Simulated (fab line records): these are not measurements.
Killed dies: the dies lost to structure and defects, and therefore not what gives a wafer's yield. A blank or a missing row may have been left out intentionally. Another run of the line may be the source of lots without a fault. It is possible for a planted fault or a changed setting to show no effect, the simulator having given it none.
fab line records	flow nandHarc
[record] lots = 13	wafers = 39	lastDay = 24
route steps=1159 shown P_BONDPAD@386 A_ONON_D1@442 A_CHANNEL_HOLE_D1@451 END@1159
lots that met no fault: from a run of the same line without faults
startH: the number of hours between the record's first day and the start of the first shown wafer of the lot	waitH: hours since the lot's step before	" the same as in the row above	L1.1+2: a row that stands for several wafers	- no value, or no start given	* or withheld: withheld	< > ~ a bound
route shown NAME@n: NAME is a module with steps in the file, n the number in the route of the first one	usual: the fault-free wafers' mean and standard deviation	same: alike in all rows	chamber/n: place in a boat	sites: each site's reading	_std_site: how widely they spread, as a standard deviation	_edge_site: outer sites' mean less inner sites'	radiusMm: for every site, how far away it sits from the centre of the wafer	mask NAME#n: copy n	behind: the most recent tool/chamber to have shaped the wafer	hold: why the lot was held/for how many hours/how that ended	device: the n, p or np transistor that did not switch	end of line: tests run on the same wafers once the route is complete	for a step that has no rows: nothing shown but its recipe	killed: dies lost to structure and defects at the first sort, not the wafer's yield	map: dies across one wafer; x = killed, . = not, _ = none there
set.NAME: the setting that was run; set.NAME@STEP: the one run at that earlier step	model.NAME: the simulator's own value behind a step, which no gauge read
one table for each step of the route and one row for each wafer, over a sample of lots
services: from which hour (startH, from the record's first day; less than 0 if before it) a tool's chamber was out of use, for how many hours, and why
[[steps]]
[step NHARC_P_BONDPAD_ACTIVATE_29]
[recipe] timeS = 60	n2FlowSccm = 200	arFlowSccm = 0	biasPowerW = 0	chemistry = N2
[usual] drypumpMotorCurrentA = 6.0/0.61	oesProductAu = 0.997/0.0069	rfVppV = 64.5/0.92	showerheadPlenumPTorr = 1.83/0.046
lot.wafer	tool	chamber	startH	waitH	drypumpMotorCurrentA	oesProductAu	rfHoursCounterH	rfVppV	showerheadPlenumPTorr
L176.2	rieDiel-05	2	143.54	0.3	6.2	1.000	59	64.2	1.88
L176.3	"	0	"	"	5.8	0.997	56	64.4	1.81
L176.5	"	1	"	"	5.9	1.010	-	64.8	1.78
L179.3	rieDiel-01	3	150.01	0.1	6.7	0.999	0	64.9	1.81
L179.4	"	0	"	"	6.5	0.987	0	65.3	1.82
L179.2	"	2	"	"	4.9	0.980	1	65.1	1.88
L180.2	rieDiel-01	1	162.34	0.1	5.8	1.002	1	63.7	1.86
L180.3	"	2	"	"	4.9	0.996	1	63.8	1.88
L180.1	"	3	"	"	6.6	1.000	1	63.6	1.81
L182.2	rieDiel-01	2	170.46	0.1	4.9	1.001	3	64.5	1.88
L182.1	"	3	"	"	6.6	0.997	3	64.7	1.81
L182.6	"	0	"	"	6.5	1.006	-	65.8	1.82
L183.2	rieDiel-01	3	173.49	0.1	6.7	1.006	3	65.7	1.81
L183.3	"	2	"	"	4.9	0.997	3	64.6	1.88
L183.5	"	3	"	"	6.7	1.006	-	64.0	1.81
L185.3	rieDiel-01	0	191.83	0.1	6.5	0.992	4	64.0	1.82
L185.2	"	2	"	"	4.9	0.995	5	64.2	1.87
L185.4	"	3	"	"	6.7	0.996	4	63.8	1.81
L190.6	rieDiel-01	1	210.63	0.1	5.9	1.005	-	64.1	1.86
L190.4	"	3	"	"	6.7	0.994	-	64.3	1.81
L190.5	"	0	"	"	6.5	1.006	-	65.3	1.82
L187.3	rieDiel-01	1	215.48	0.1	5.8	1.002	6	65.0	1.86
L187.2	"	0	"	"	6.5	1.001	6	63.1	1.82
L187.5	"	1	"	"	5.9	1.000	-	65.2	1.86
L188.3	rieDiel-01	2	227.75	0.1	4.9	0.990	7	66.0	1.87
L188.6	"	2	"	"	4.9	0.988	-	64.7	1.87
L188.5	"	1	"	"	5.8	1.000	-	62.9	1.86
L193.2	rieDiel-01	2	237.54	0.1	4.9	0.997	7	64.9	1.87
L193.6	"	2	"	"	4.9	0.996	-	64.4	1.87
L193.5	"	3	"	"	6.6	0.997	-	64.8	1.81
L196.3	rieDiel-01	0	244.19	0.1	6.5	0.998	9	65.3	1.82
L196.2	"	1	"	"	5.9	1.006	9	63.9	1.86
L196.6	"	3	"	"	6.7	0.991	-	63.2	1.81
L195.3	rieDiel-01	2	246.43	0.1	4.9	0.998	8	64.6	1.87
L195.5	"	3	"	"	6.6	0.998	-	63.0	1.81
L195.6	"	0	"	"	6.5	0.998	-	64.3	1.82
L198.3	rieDiel-01	1	267.99	0.1	5.8	1.006	11	64.4	1.86
L198.2	"	2	"	"	4.9	1.001	9	63.5	1.87
L198.6	"	1	"	"	5.9	1.006	-	63.1	1.86
[step NHARC_A_ONON_D1_DEP_25]
[recipe] targetThkA = 10000	n2FlowSccm = 2750	n2oFlowSccm = 2000	nh3FlowSccm = 500	sih4FlowSccm = 210	tempC = 400
[usual] nh3FlowSccm = 500.1/1.5
lot.wafer	tool	chamber	startH	waitH	nh3FlowSccm
L176.2	pecvdOnon-01	0	183.27	0.1	501.1
L176.3	"	0	"	"	502.8
L176.5	"	0	"	"	502.3
L179.2	pecvdOnon-03	0	183.40	0.1	501.4
L179.3	"	0	"	"	499.7
L179.4	"	0	"	"	502.2
L180.1	pecvdOnon-02	0	198.05	0.1	500.2
L180.2	"	0	"	"	500.1
L180.3	"	0	"	"	499.2
L182.1	pecvdOnon-03	0	208.60	0.1	500.4
L182.2	"	0	"	"	499.2
L182.6	"	0	"	"	499.6
L183.2	pecvdOnon-01	0	208.66	0.1	501.8
L183.3	"	0	"	"	499.1
L183.5	"	0	"	"	500.0
L185.2	pecvdOnon-03	0	227.05	0.1	501.8
L185.3	"	0	"	"	497.9
L185.4	"	0	"	"	499.8
L190.4	pecvdOnon-03	0	248.02	0.2	499.6
L190.5	"	0	"	"	499.9
L190.6	"	0	"	"	501.1
L187.2	pecvdOnon-03	0	252.90	0.1	499.5
L187.3	"	0	"	"	499.3
L187.5	"	0	"	"	500.2
L188.3	pecvdOnon-03	0	264.16	0.2	500.9
L188.5	"	0	"	"	499.9
L188.6	"	0	"	"	499.5
L193.2	pecvdOnon-01	0	272.96	0.1	500.5
L193.5	"	0	"	"	501.8
L193.6	"	0	"	"	501.0
L196.2	pecvdOnon-01	0	279.34	0.1	499.7
L196.3	"	0	"	"	500.4
L196.6	"	0	"	"	499.5
L195.3	pecvdOnon-02	0	279.42	0.2	498.5
L195.5	"	0	"	"	497.4
L195.6	"	0	"	"	497.5
L198.2	pecvdOnon-01	0	303.41	0.1	499.2
L198.3	"	0	"	"	500.9
L198.6	"	0	"	"	499.6
[step NHARC_A_ONON_D1_THK_MEAS_27]
[recipe] thkMeasGauge = ellipsometry
[usual] thkNm = 1000/8.7
lot.wafer	tool	chamber	startH	waitH	thkNm
L176.2	filmMetro-02	-	183.72	-	990
L176.3	"	-	"	"	992
L176.5	"	-	"	"	993
L179.2	filmMetro-01	-	183.85	-	999
L179.3	"	-	"	"	998
L179.4	"	-	"	"	1000
L180.1	filmMetro-01	-	198.55	-	994
L180.2	"	-	"	"	993
L180.3	"	-	"	"	993
L182.1	filmMetro-02	-	209.11	-	1000
L182.2	"	-	"	"	1001
L182.6	"	-	"	"	1002
L183.2	filmMetro-01	-	209.11	-	992
L183.3	"	-	"	"	991
L183.5	"	-	"	"	991
L185.2	filmMetro-02	-	227.51	-	991
L185.3	"	-	"	"	992
L185.4	"	-	"	"	992
L190.4	filmMetro-02	-	248.36	-	981
L190.5	"	-	"	"	980
L190.6	"	-	"	"	980
L187.2	filmMetro-01	-	253.35	-	1636
L187.3	"	-	"	"	1636
L187.5	"	-	"	"	1637
L188.3	filmMetro-01	-	264.56	-	1619
L188.5	"	-	"	"	1620
L188.6	"	-	"	"	1621
L193.2	filmMetro-02	-	273.41	-	1005
L193.5	"	-	"	"	1005
L193.6	"	-	"	"	1004
L196.2	filmMetro-02	-	279.79	-	1003
L196.3	"	-	"	"	1003
L196.6	"	-	"	"	1004
L195.3	filmMetro-01	-	279.81	-	1005
L195.5	"	-	"	"	1003
L195.6	"	-	"	"	1005
L198.2	filmMetro-02	-	303.87	-	1006
L198.3	"	-	"	"	1004
L198.6	"	-	"	"	1004
[step NHARC_A_CHANNEL_HOLE_D1_DEP_01]
[recipe] targetThkA = 1400	targetThkNm = 140	tempC = 400	pressureTorr = 3.5	flowSccm = 200	rfW = 350	material = SiON
[usual] chamberPressureTorr = 3.500/0.0077	heaterPowerOuterW = 442/63	heaterPowerW = 718/90	showerheadVppV = 1182/48
lot.wafer	tool	chamber	startH	waitH	chamberPressureTorr	heaterPowerOuterW	heaterPowerW	showerheadVppV
L176.3	pecvd-03	2	186.81	1.0	3.479	381	678	1234
L176.2	"	1	"	"	3.496	579	918	1228
L176.5	"	0	"	"	3.500	556	831	1209
L179.3	pecvd-04	2	186.95	1.0	3.503	473	816	1163
L179.2	"	0	"	"	3.503	385	631	1112
L179.4	"	1	"	"	3.487	485	783	1150
L180.3	pecvd-01	2	203.84	1.0	3.513	396	670	1240
L180.1	"	0	"	"	3.490	455	747	1159
L180.2	"	1	"	"	3.508	382	547	1150
L182.2	pecvd-03	2	212.23	1.3	3.488	414	717	1224
L182.1	"	1	"	"	3.492	545	883	1230
L182.6	"	2	"	"	3.502	404	733	1250
L183.2	pecvd-04	0	212.37	1.4	3.505	411	688	1109
L183.3	"	1	"	"	3.482	479	790	1141
L183.5	"	2	"	"	3.508	453	765	1174
L185.2	pecvd-01	0	235.40	1.3	3.501	496	783	1156
L185.3	"	1	"	"	3.495	389	590	1166
L185.4	"	0	"	"	3.492	479	798	1132
L190.6	pecvd-01	2	251.65	0.1	3.505	333	595	1244
L190.4	"	0	"	"	3.503	443	753	1142
L190.5	"	1	"	"	3.502	424	600	1187
L193.2	pecvd-03	2	278.98	1.3	3.490	375	670	1201
L193.5	"	1	"	"	3.517	536	870	1234
L193.6	"	2	"	"	3.494	374	674	1228
L196.3	pecvd-04	2	282.89	1.0	3.499	446	739	1161
L196.2	"	0	"	"	3.496	390	659	1112
L196.6	"	2	"	"	3.506	445	740	1137
L195.3	pecvd-01	0	284.40	1.0	3.496	465	752	1141
L195.6	"	0	"	"	3.503	470	734	1158
L195.5	"	1	"	"	3.510	441	658	1164
L198.3	pecvd-01	0	311.09	1.0	3.500	374	642	1148
L198.2	"	1	"	"	3.505	402	596	1181
L198.6	"	0	"	"	3.495	388	664	1155
[step NHARC_END_SORT_01]
[recipe] tempC = 25
[usual] killedAtArray = 29/12	killedAtOther = 0.7/1	killedAtPeriphery = 4/3.2	killedDies = 34/12	killedOpen = 3.4/2	killedShort = 1.8/1.3
[same] grossDies = 677
lot.wafer	tool	chamber	startH	waitH	killedAtArray	killedAtOther	killedAtPeriphery	killedDies	killedOpen	killedShort
L187.2	prober-02	0	506.01	2.8	671	1	5	677	1	0
L187.3	prober-02	0	506.80	3.1	673	0	4	677	1	2
L187.5	prober-02	0	508.39	3.7	672	0	5	677	0	2
L188.3	prober-01	0	531.71	3.1	674	0	3	677	2	0
L188.5	prober-01	0	533.32	3.7	676	1	0	677	1	2
L188.6	prober-01	0	534.12	4.0	676	0	1	677	2	2
// killed by level:class
L187.2 A_ONON_D1:areaDep=619 A_CHANNEL_HOLE_D1:chamberFilmFlake=21 A_SLIT:chamberFilmFlake=15 A_CONTACT:chamberFilmFlake=7 A_M0:chamberFilmFlake=5 P_BONDPAD:chamberFilmFlake=3 A_STAIRCASE:chamberFilmFlake=3 P_M1:chamberFilmFlake=2
L187.3 A_ONON_D1:areaDep=616 A_SLIT:chamberFilmFlake=22 A_CHANNEL_HOLE_D1:chamberFilmFlake=21 A_STAIRCASE:chamberFilmFlake=9 A_M0:chamberFilmFlake=2 P_M0:geometricParticle:open=1 P_M0:geometricParticle:short=1 A_WL_FILL:geometricParticle:short=1
L187.5 A_ONON_D1:areaDep=612 A_CHANNEL_HOLE_D1:chamberFilmFlake=20 A_SLIT:chamberFilmFlake=16 A_STAIRCASE:chamberFilmFlake=12 A_M0:chamberFilmFlake=6 A_CONTACT:chamberFilmFlake=5 P_BONDPAD:chamberFilmFlake=3 P_M0:geometricParticle:short=1
L188.3 A_ONON_D1:areaDep=655 A_STAIRCASE:chamberFilmFlake=8 A_CHANNEL_HOLE_D1:chamberFilmFlake=6 A_CONTACT:chamberFilmFlake=4 P_ZERO_WELL:geometricParticle:open=1 A_WL_FILL:geometricParticle:open=1 P_CONTACT:chamberFilmFlake=1 P_M2:chamberFilmFlake=1
L188.5 A_ONON_D1:areaDep=654 A_STAIRCASE:chamberFilmFlake=10 A_CHANNEL_HOLE_D1:chamberFilmFlake=7 A_CONTACT:chamberFilmFlake=3 A_M0:geometricParticle:short=1 A_M0:geometricParticle:open=1 STARTING-WAFER:geometricParticle:short=1
L188.6 A_ONON_D1:areaDep=662 A_CHANNEL_HOLE_D1:chamberFilmFlake=4 A_STAIRCASE:chamberFilmFlake=4 A_CONTACT:geometricParticle:open=2 A_CONTACT:chamberFilmFlake=2 P_GATE:geometricParticle:short=1 A_BLC:geometricParticle:short=1 A_SLIT:chamberFilmFlake=1
[[services]]
tool	chamber	startH	hours	kind
pecvd-04	1	128.65	9.8	repair
pecvdOnon-01	-	137.65	2.7	repair
rieDiel-01	-	137.88	9.0	pm
rieDiel-01	0	137.88	9.0	ventCycle
rieDiel-01	1	137.88	9.0	ventCycle
rieDiel-01	2	137.88	9.0	ventCycle
rieDiel-01	3	137.88	9.0	ventCycle
rieDiel-01	0	146.88	-	clean
rieDiel-01	1	146.88	-	clean
rieDiel-01	0	151.25	11.0	repair
pecvdOnon-03	-	153.17	13.0	pm
rieDiel-05	-	163.62	9.0	pm
pecvd-04	-	172.91	1.1	repair
rieDiel-01	1	174.47	11.1	repair
rieDiel-01	3	179.79	2.4	repair
rieDiel-05	3	180.98	16.1	repair
pecvd-04	-	195.00	13.0	pm
pecvdOnon-01	-	195.10	13.0	pm
rieDiel-01	2	203.56	16.8	repair
pecvd-01	-	237.00	13.0	pm
rieDiel-01	-	253.24	0.6	repair
pecvdOnon-02	-	292.02	13.0	pm
pecvd-03	-	292.49	13.0	pm
pecvd-03	2	310.87	12.3	repair
[[key]]
[firstSign] step = NHARC_A_ONON_D1_THK_MEAS_27	reading = thkNm	direction = up	sigmas = 72	usual = 1000	struck = 1628
[effect] step = NHARC_END_SORT_01	reading = killedDies	direction = up	sigmas = 55	usual = 34	struck = 677
[moreKillsBornAt] NHARC_A_ONON_D1_DEP_25@pecvdOnon-03 = 3818
metAt NHARC_A_ONON_D1_DEP_25
struckLots L187,L188
struckWafers L187.2,L187.3,L187.5,L188.3,L188.5,L188.6
laterRowsLeftOut L187.2,L187.3,L187.5,L188.3,L188.5,L188.6
testerLeftOut L187,L188
notActingAt NHARC_P_BONDPAD_ACTIVATE_29,NHARC_A_CHANNEL_HOLE_D1_DEP_01
onsetBetween 248.02 252.90
[fault] kind = processParameterDrift	tool = pecvdOnon-03	chamber = 0	onsetH = 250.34	steps = NHARC_A_ONON_D1_DEP_25	channel = targetThkA	offset = *	shape = step	endH = 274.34	actsIn = *	stated = *
// testerLeftOut: of these lots the tester's yield and bins aren't shown, on N5 and GAA mostly nor the transistor test; their killed dies are dies lost to structure and defects alone, not to doping, threshold or leakage, so they don't give the yield
// laterRowsLeftOut: the simulator's readings of these wafers behind a module that went badly wrong aren't trusted and aren't shown, but for the sort
